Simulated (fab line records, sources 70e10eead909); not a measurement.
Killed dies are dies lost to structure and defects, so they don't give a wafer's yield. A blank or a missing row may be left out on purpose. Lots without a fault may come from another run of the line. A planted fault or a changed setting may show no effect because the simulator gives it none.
Which tool did it? | flow nand_harc | 6 lots, 18 wafers sampled, at 1 step of a route of 1302

WHAT THE GAUGES READ, wafer by wafer
NHARC_P_GATE_CD_MEAS_59: target cd 720 nm.
lot  | measured     | on        | cd_nm (nm)
L617 | day 7 18:32  | cd_sem-02 | 717.6 719.5 717.0
L627 | day 11 19:51 | cd_sem-02 | 719.9 719.7 719.1
L628 | day 12 17:34 | cd_sem-01 | 719.4 719.4 718.9
L630 | day 13 05:38 | cd_sem-02 | 721.8 720.9 721.3
L631 | day 14 00:20 | cd_sem-02 | 720.8 719.3 720.4
L634 | day 15 01:23 | cd_sem-01 | 718.2 718.3 717.6

WHICH TOOL RAN EACH LOT (tool, then ch and the chambers of the sampled wafers, then the start)
The record holds no process step before these readings.

THE ANSWER, worked out from the rows above alone
Rule: what is usual is taken from the lots themselves. Put in order of their means at a reading, lots are off if they are a third of the lots or fewer, leave a main group of 4 or more, and stand apart from it by a gap of 3 or more times the standard deviation of the main group's means; of several such gaps the widest counts. A main group whose means are all the same, to the digits that the tables above print for the reading, isn't used. A lot without any number at a reading at which 4 lots or more have one is off too. The other lots that the step has rows for count as sound.
No lot is off at any reading shown: from this, nothing can be told.

WHAT THE SIMULATOR HAD PUT IN
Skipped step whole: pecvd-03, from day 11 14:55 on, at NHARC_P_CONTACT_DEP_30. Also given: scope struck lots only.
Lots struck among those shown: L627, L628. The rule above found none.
